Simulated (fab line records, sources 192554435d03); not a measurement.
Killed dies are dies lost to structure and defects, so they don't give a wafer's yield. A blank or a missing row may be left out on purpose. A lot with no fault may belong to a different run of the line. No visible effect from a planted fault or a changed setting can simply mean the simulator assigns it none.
Which of the tools did it?    flow n5_finfet    72 wafers from 24 lots sampled at 6 of the route's 1938 steps

== WHAT THE GAUGES READ, wafer by wafer ==
N5_BEOL_M2_INSPECT_30: inspects for defects (brightfield). Usual: raw_defect_count 417, standard deviation 95.
lot   measured      on                 raw_defect_count  flag
L074  day 6 14:24   defect_inspect-02  355 411 414       
L075  day 7 00:05   defect_inspect-02  272 404 250       
L076  day 7 03:02   defect_inspect-02  474 465 505       
L077  day 7 21:05   defect_inspect-01  629 392 400       
L079  day 8 00:40   defect_inspect-02  788 440 550       
L078  day 8 01:47   defect_inspect-01  267 365 277       
L080  day 8 02:02   defect_inspect-02  395 454 337       
L081  day 8 08:11   defect_inspect-02  358 443 342       
L082  day 8 09:35   defect_inspect-02  426 371 436       
L083  day 8 17:10   defect_inspect-02  402 371 382       
L084  day 8 20:35   defect_inspect-02  356 326 315       
L085  day 9 07:38   defect_inspect-02  610 324 310       
L086  day 9 12:45   defect_inspect-01  547 537 443       
L087  day 10 00:55  defect_inspect-01  445 336 379       
L088  day 10 06:28  defect_inspect-01  431 435 428       
L089  day 10 12:25  defect_inspect-01  563 459 513       
L090  day 10 12:42  defect_inspect-01  331 408 411       
L091  day 10 13:55  defect_inspect-01  388 408 455       
L092  day 11 00:29  defect_inspect-01  389 294 472       
L093  day 11 08:10  defect_inspect-01  398 385 302       
L094  day 11 12:41  defect_inspect-02  292 378 367       
L095  day 11 16:52  defect_inspect-02  390 514 346       
L096  day 11 21:53  defect_inspect-01  304 438 375       
L097  day 12 05:08  defect_inspect-01  349 349 444       

N5_BEOL_M2_OCD_MEAS_38. Usual: trench_depth_nm 55.7 nm, standard deviation 1.2.
lot   measured      on      trench_depth_nm (nm)  flag
L074  day 6 16:44   ocd-01  55.9 52.8 55.4        
L075  day 7 04:09   ocd-02  55.1 54.1 54.8        
L076  day 7 04:06   ocd-02  56.9 56.6 56.3        
L077  day 7 22:50   ocd-02  55.2 55.2 56.3        
L079  day 8 06:14   ocd-01  58.1 56.1 56.9        
L078  day 8 07:29   ocd-02  53.5 57.7 54.1        
L080  day 8 11:13   ocd-01  54.5 55.4 54.5        
L081  day 8 14:10   ocd-01  57.8 57.6 56.3        
L082  day 8 14:16   ocd-02  55.4 54.7 54.3        
L083  day 8 18:19   ocd-01  56.1 56.7 56.7        
L084  day 8 21:19   ocd-02  58.3 56.4 56.3        
L085  day 9 10:44   ocd-01  55.9 53.5 55.1        
L086  day 9 23:44   ocd-01  55.6 54.8 54.7        
L087  day 10 04:38  ocd-02  56.0 55.0 55.1        
L088  day 10 07:42  ocd-02  56.6 56.1 56.4        
L089  day 10 16:05  ocd-02  55.0 54.9 53.9        
L090  day 10 17:02  ocd-01  57.4 56.6 57.2        
L091  day 10 18:58  ocd-02  55.9 55.9 55.7        
L092  day 11 07:22  ocd-02  56.1 56.0 56.7        
L093  day 11 10:49  ocd-01  54.9 56.0 54.3        
L094  day 11 19:59  ocd-01  55.0 54.3 54.0        
L095  day 11 21:19  ocd-01  55.5 55.5 55.5        
L096  day 11 23:22  ocd-01  54.3 55.5 55.1        
L097  day 12 13:41  ocd-01  56.1 55.9 56.1        

== EACH LOT AND THE TOOL THAT RAN IT (in order: tool; ch and the chambers of the sampled wafers; start) ==
lot   N5_BEOL_M2_ILD_DEP_00            N5_BEOL_M2_STRIP_19                 N5_BEOL_M2_STRIP_36                 N5_BEOL_M2_ETCH_41
L074  pecvd-01 ch 0,1, day 6 09:10     rie_diel-06 ch 0,3, day 6 13:48     rie_diel-06 ch 1,2,3, day 6 16:33   rie_diel-06 ch 1,2,3, day 6 16:44 or earlier
L075  pecvd-02 ch 0,1,2, day 6 20:19   rie_diel-06 ch 0,1,2, day 6 22:51   rie_diel-06 ch 0,3, day 7 03:57     rie_diel-06 ch 0,3, day 7 04:09 or earlier
L076  pecvd-04 ch 0,1, day 7 00:13     rie_diel-06 ch 0,2, day 7 02:26     rie_diel-03 ch 2,3, day 7 03:54     rie_diel-03 ch 2,3, day 7 04:06 or earlier
L077  pecvd-01 ch 0,1,2, day 7 18:34   rie_diel-05 ch 2,3, day 7 20:37     rie_diel-05 ch 0,1,2, day 7 22:38   rie_diel-05 ch 0,1,2, day 7 22:50 or earlier
L079  pecvd-04 ch 1,2, day 7 22:10     rie_diel-05 ch 0,2,3, day 8 00:11   rie_diel-03 ch 1,2,3, day 8 06:02   rie_diel-03 ch 1,2,3, day 8 06:14 or earlier
L078  pecvd-04 ch 0,1, day 7 23:07     rie_diel-05 ch 2,3, day 8 01:11     rie_diel-05 ch 1,3, day 8 07:12     rie_diel-05 ch 1,3, day 8 07:29 or earlier
L080  pecvd-04 ch 0,2, day 7 23:26     rie_diel-03 ch 1,2,3, day 8 01:26   rie_diel-06 ch 0,3, day 8 11:01     rie_diel-06 ch 0,3, day 8 11:13 or earlier
L081  pecvd-02 ch 0,1,2, day 8 06:20   rie_diel-05 ch 1,3, day 8 07:42     rie_diel-05 ch 0,3, day 8 13:58     rie_diel-05 ch 0,3, day 8 14:10 or earlier
L082  pecvd-02 ch 0,1, day 8 07:17     rie_diel-05 ch 0,1,3, day 8 09:07   rie_diel-06 ch 0,1, day 8 14:04     rie_diel-06 ch 0,1, day 8 14:16 or earlier
L083  pecvd-01 ch 0,2, day 8 15:01     rie_diel-06 ch 0,2,3, day 8 16:41   rie_diel-03 ch 0,2,3, day 8 18:07   rie_diel-03 ch 0,2,3, day 8 18:19 or earlier
L084  pecvd-04 ch 0,1,2, day 8 18:22   rie_diel-06 ch 0,2,3, day 8 19:59   rie_diel-05 ch 0,2,3, day 8 21:08   rie_diel-05 ch 0,2,3, day 8 21:19 or earlier
L085  pecvd-04 ch 0,1,2, day 9 05:12   rie_diel-06 ch 0,2,3, day 9 07:10   rie_diel-06 ch 0,1,3, day 9 10:32   rie_diel-06 ch 0,1,3, day 9 10:44 or earlier
L086  pecvd-04 ch 0,1, day 9 07:31     rie_diel-03 ch 0,1,2, day 9 12:06   rie_diel-03 ch 0,2,3, day 9 23:32   rie_diel-03 ch 0,2,3, day 9 23:44 or earlier
L087  pecvd-02 ch 0,2, day 9 17:35     rie_diel-05 ch 1,2, day 10 00:19    rie_diel-06 ch 1,2,3, day 10 04:27  rie_diel-06 ch 1,2,3, day 10 04:38 or earlier
L088  pecvd-02 ch 1,2, day 10 04:12    rie_diel-03 ch 1,2,3, day 10 05:59  rie_diel-05 ch 0,2, day 10 07:31    rie_diel-05 ch 0,2, day 10 07:42 or earlier
L089  pecvd-04 ch 0,1,2, day 10 09:08  rie_diel-06 ch 2,3, day 10 11:49    rie_diel-06 ch 2,3, day 10 15:53    rie_diel-06 ch 2,3, day 10 16:05 or earlier
L090  pecvd-04 ch 0,2, day 10 10:22    rie_diel-05 ch 1,2,3, day 10 12:14  rie_diel-03 ch 1,2,3, day 10 16:50  rie_diel-03 ch 1,2,3, day 10 17:02 or earlier
L091  pecvd-02 ch 0,1,2, day 10 11:34  rie_diel-05 ch 0,1,2, day 10 13:19  rie_diel-05 ch 0,1,2, day 10 18:46  rie_diel-05 ch 0,1,2, day 10 18:58 or earlier
L092  pecvd-02 ch 0,1, day 10 22:57    rie_diel-03 ch 1,2,3, day 11 00:01  rie_diel-03 ch 0,2,3, day 11 07:10  rie_diel-03 ch 0,2,3, day 11 07:22 or earlier
L093  pecvd-04 ch 0,2, day 11 05:05    rie_diel-05 ch 1,2,3, day 11 07:41  rie_diel-06 ch 0,2, day 11 10:38    rie_diel-06 ch 0,2, day 11 10:49 or earlier
L094  pecvd-01 ch 0,1, day 11 10:44    rie_diel-05 ch 0,1, day 11 12:13    rie_diel-06 ch 0,2,3, day 11 19:47  rie_diel-06 ch 0,2,3, day 11 19:59 or earlier
L095  pecvd-01 ch 0,1, day 11 14:48    rie_diel-03 ch 1,2,3, day 11 16:16  rie_diel-03 ch 0,2, day 11 21:08    rie_diel-03 ch 0,2, day 11 21:19 or earlier
L096  pecvd-01 ch 0,1, day 11 19:19    rie_diel-05 ch 0,1,3, day 11 21:16  rie_diel-06 ch 0,1,2, day 11 23:11  rie_diel-06 ch 0,1,2, day 11 23:22 or earlier
L097  pecvd-02 ch 0,1, day 12 02:46    rie_diel-06 ch 0,2,3, day 12 04:32  rie_diel-03 ch 2,3, day 12 13:30    rie_diel-03 ch 2,3, day 12 13:41 or earlier
- N5_BEOL_M2_ILD_DEP_00: deposits SiOC from DEMS/O2, target thk 79 nm, time 15.3 s.
- N5_BEOL_M2_STRIP_19: strips in O2.
- N5_BEOL_M2_STRIP_36: strips in N2/H2.
- N5_BEOL_M2_ETCH_41: etches SiCN in CH3F/O2, target depth 29.9 nm, time 52.5 s.

== WHAT THE TOOLS THEMSELVES READ (means of the sampled wafers that have a number; where no wafer has one, the mark that the record gives instead) ==
N5_BEOL_M2_ILD_DEP_00. Usual: heater_power_w 490 W, standard deviation 55; showerhead_plenum_p_Torr 5.695 Torr, standard deviation 0.015; throttle_valve_pct 12.0 %, standard deviation 0.75.
lot   tool      heater_power_w (W)  showerhead_plenum_p_Torr (Torr)  throttle_valve_pct (%)  flag
L074  pecvd-01  477                 5.682                            11.7                    
L075  pecvd-02  470                 5.697                            12.1                    
L076  pecvd-04  497                 5.676                            12.3                    
L077  pecvd-01  511                 5.703                            11.9                    
L079  pecvd-04  498                 5.715                            11.5                    
L078  pecvd-04  477                 5.688                            12.3                    
L080  pecvd-04  467                 5.686                            11.4                    
L081  pecvd-02  464                 5.708                            12.0                    
L082  pecvd-02  515                 5.694                            12.2                    
L083  pecvd-01  400                 5.686                            11.7                    
L084  pecvd-04  476                 5.697                            11.7                    
L085  pecvd-04  514                 5.694                            11.7                    
L086  pecvd-04  482                 5.688                            12.6                    
L087  pecvd-02  513                 5.705                            12.4                    
L088  pecvd-02  480                 5.688                            11.7                    
L089  pecvd-04  507                 5.687                            11.9                    
L090  pecvd-04  490                 5.684                            11.5                    
L091  pecvd-02  506                 5.690                            12.2                    
L092  pecvd-02  511                 5.680                            12.4                    
L093  pecvd-04  493                 5.694                            11.4                    
L094  pecvd-01  451                 5.684                            11.7                    
L095  pecvd-01  531                 5.699                            11.8                    
L096  pecvd-01  521                 5.702                            12.0                    
L097  pecvd-02  501                 5.690                            12.4                    

N5_BEOL_M2_STRIP_19. Usual: drypump_motor_current_A 5.6 A, standard deviation 0.41; oes_product_au 0.78 a.u., standard deviation 0.091; rf_vpp_V 3.7 V, standard deviation 0.49; showerhead_plenum_p_Torr 2.09 Torr, standard deviation 0.071; throttle_valve_pct 16.67 %, standard deviation 0.17.
lot   tool         drypump_motor_current_A (A)  oes_product_au (a.u.)  rf_vpp_V (V)  showerhead_plenum_p_Torr (Torr)  throttle_valve_pct (%)  flag
L074  rie_diel-06  5.5                          0.72                   3.0           2.13                             16.86                   
L075  rie_diel-06  5.4                          0.72                   4.0           2.08                             16.72                   
L076  rie_diel-06  5.2                          0.69                   3.9           2.11                             16.93                   
L077  rie_diel-05  5.5                          0.82                   3.3           2.14                             16.48                   
L079  rie_diel-05  5.5                          0.80                   3.6           2.10                             16.60                   
L078  rie_diel-05  5.3                          0.88                   3.5           2.09                             16.56                   
L080  rie_diel-03  5.7                          0.88                   3.1           2.07                             16.66                   
L081  rie_diel-05  5.2                          0.80                   3.7           2.07                             16.70                   
L082  rie_diel-05  5.4                          0.79                   3.5           2.07                             16.71                   
L083  rie_diel-06  5.7                          0.80                   3.4           2.14                             16.69                   
L084  rie_diel-06  5.7                          0.79                   4.1           2.14                             16.70                   
L085  rie_diel-06  5.7                          0.78                   3.8           2.14                             16.70                   
L086  rie_diel-03  5.9                          0.82                   3.6           2.07                             16.76                   
L087  rie_diel-05  5.3                          0.72                   3.3           2.11                             16.65                   
L088  rie_diel-03  5.7                          0.83                   3.5           2.07                             16.71                   
L089  rie_diel-06  5.9                          0.84                   4.1           2.16                             16.50                   
L090  rie_diel-05  5.3                          0.78                   3.6           2.10                             16.63                   
L091  rie_diel-05  5.5                          0.72                   3.6           2.11                             16.65                   
L092  rie_diel-03  5.7                          0.83                   4.1           2.07                             16.72                   
L093  rie_diel-05  5.3                          0.77                   3.9           2.09                             16.64                   
L094  rie_diel-05  5.4                          0.70                   4.3           2.07                             16.78                   
L095  rie_diel-03  5.7                          0.82                   4.3           2.06                             16.73                   
L096  rie_diel-05  5.3                          0.75                   3.7           2.06                             16.76                   
L097  rie_diel-06  5.7                          0.83                   4.0           2.13                             16.59                   

N5_BEOL_M2_STRIP_36. Usual: drypump_motor_current_A 5.7 A, standard deviation 0.44; oes_product_au 0.80 a.u., standard deviation 0.094; rf_vpp_V 59.1 V, standard deviation 1.3; showerhead_plenum_p_Torr 2.51 Torr, standard deviation 0.087; throttle_valve_pct 23.52 %, standard deviation 0.26.
lot   tool         drypump_motor_current_A (A)  oes_product_au (a.u.)  rf_vpp_V (V)  showerhead_plenum_p_Torr (Torr)  throttle_valve_pct (%)  flag
L074  rie_diel-06  5.8                          0.73                   56.8          2.45                             23.28                   
L075  rie_diel-06  6.0                          0.71                   59.2          2.48                             23.50                   
L076  rie_diel-03  6.0                          0.80                   59.7          2.45                             23.72                   
L077  rie_diel-05  5.5                          0.73                   59.5          2.55                             23.50                   
L079  rie_diel-03  5.7                          0.87                   57.7          2.51                             23.74                   
L078  rie_diel-05  5.2                          0.80                   59.4          2.51                             23.73                   
L080  rie_diel-06  5.5                          0.70                   59.8          2.54                             23.68                   
L081  rie_diel-05  5.4                          0.85                   59.0          2.50                             23.71                   
L082  rie_diel-06  5.2                          0.72                   58.6          2.58                             23.60                   
L083  rie_diel-03  6.0                          0.81                   58.9          2.45                             23.59                   
L084  rie_diel-05  5.5                          0.79                   59.1          2.54                             23.51                   
L085  rie_diel-06  5.6                          0.72                   60.7          2.51                             23.44                   
L086  rie_diel-03  6.0                          0.80                   59.3          2.45                             23.61                   
L087  rie_diel-06  5.8                          0.79                   59.1          2.55                             23.25                   
L088  rie_diel-05  5.7                          0.73                   58.3          2.58                             23.33                   
L089  rie_diel-06  6.2                          0.78                   58.5          2.50                             23.35                   
L090  rie_diel-03  5.7                          0.84                   59.3          2.50                             23.76                   
L091  rie_diel-05  5.5                          0.71                   59.5          2.54                             23.51                   
L092  rie_diel-03  6.0                          0.78                   58.9          2.44                             23.62                   
L093  rie_diel-06  5.3                          0.96                   59.8          2.64                             23.47                   
L094  rie_diel-06  5.7                          0.84                   60.0          2.56                             23.42                   
L095  rie_diel-03  6.1                          0.75                   58.8          2.43                             23.60                   
L096  rie_diel-06  5.4                          0.86                   58.7          2.61                             23.31                   
L097  rie_diel-03  5.8                          0.80                   58.8          2.45                             23.70                   

N5_BEOL_M2_ETCH_41. Usual: drypump_motor_current_A 5.6 A, standard deviation 0.44; oes_product_au 0.80 a.u., standard deviation 0.091; rf_vpp_V 296.9 V, standard deviation 1.7; showerhead_plenum_p_Torr 1.98 Torr, standard deviation 0.065; throttle_valve_pct 16.27 %, standard deviation 0.15.
lot   tool         drypump_motor_current_A (A)  oes_product_au (a.u.)  rf_vpp_V (V)  showerhead_plenum_p_Torr (Torr)  throttle_valve_pct (%)  flag
L074  rie_diel-06  5.8                          0.73                   296.7         1.93                             16.23                   
L075  rie_diel-06  5.9                          0.72                   295.9         1.96                             16.38                   
L076  rie_diel-03  6.0                          0.80                   294.8         1.93                             16.28                   
L077  rie_diel-05  5.5                          0.73                   297.1         2.02                             16.29                   
L079  rie_diel-03  5.7                          0.87                   296.5         1.97                             16.26                   
L078  rie_diel-05  5.2                          0.79                   297.7         1.98                             16.36                   
L080  rie_diel-06  5.6                          0.70                   297.5         2.01                             16.48                   
L081  rie_diel-05  5.4                          0.85                   296.6         1.97                             16.34                   
L082  rie_diel-06  5.2                          0.72                   297.9         2.03                             16.37                   
L083  rie_diel-03  6.0                          0.81                   295.0         1.93                             16.31                   
L084  rie_diel-05  5.5                          0.79                   298.0         2.01                             16.29                   
L085  rie_diel-06  5.7                          0.73                   296.1         1.98                             16.33                   
L086  rie_diel-03  6.0                          0.79                   295.9         1.93                             16.33                   
L087  rie_diel-06  5.8                          0.79                   297.2         2.00                             16.13                   
L088  rie_diel-05  5.7                          0.73                   298.3         2.05                             16.22                   
L089  rie_diel-06  6.1                          0.77                   295.2         1.97                             16.25                   
L090  rie_diel-03  5.7                          0.83                   296.0         1.96                             16.30                   
L091  rie_diel-05  5.5                          0.72                   297.2         2.01                             16.33                   
L092  rie_diel-03  6.0                          0.78                   297.0         1.93                             16.36                   
L093  rie_diel-06  5.2                          0.95                   299.1         2.07                             16.09                   
L094  rie_diel-06  5.7                          0.85                   297.7         2.02                             16.18                   
L095  rie_diel-03  6.1                          0.76                   296.3         1.92                             16.43                   
L096  rie_diel-06  5.4                          0.86                   299.5         2.05                             16.08                   
L097  rie_diel-03  5.8                          0.80                   296.2         1.93                             16.32                   

== THE ANSWER, worked out from the rows above alone ==
Rule: lot off if the mean of its wafers having a number is beyond 3 standard deviations from the usual mean. A lot without any number at a reading at which 4 lots or more have one is off too. Any other lot the step has rows for is counted as sound. The gauges are gone through in route order, then the tools' own readings, and for those a lot's mean is taken as printed above. The first step at which some lot is off is used, and at that step the reading that is off furthest; a lot without a number counts as furthest.
Nothing can be told from this: no lot is off at any reading shown.

== WHAT HAD BEEN PUT IN BY THE SIMULATOR ==
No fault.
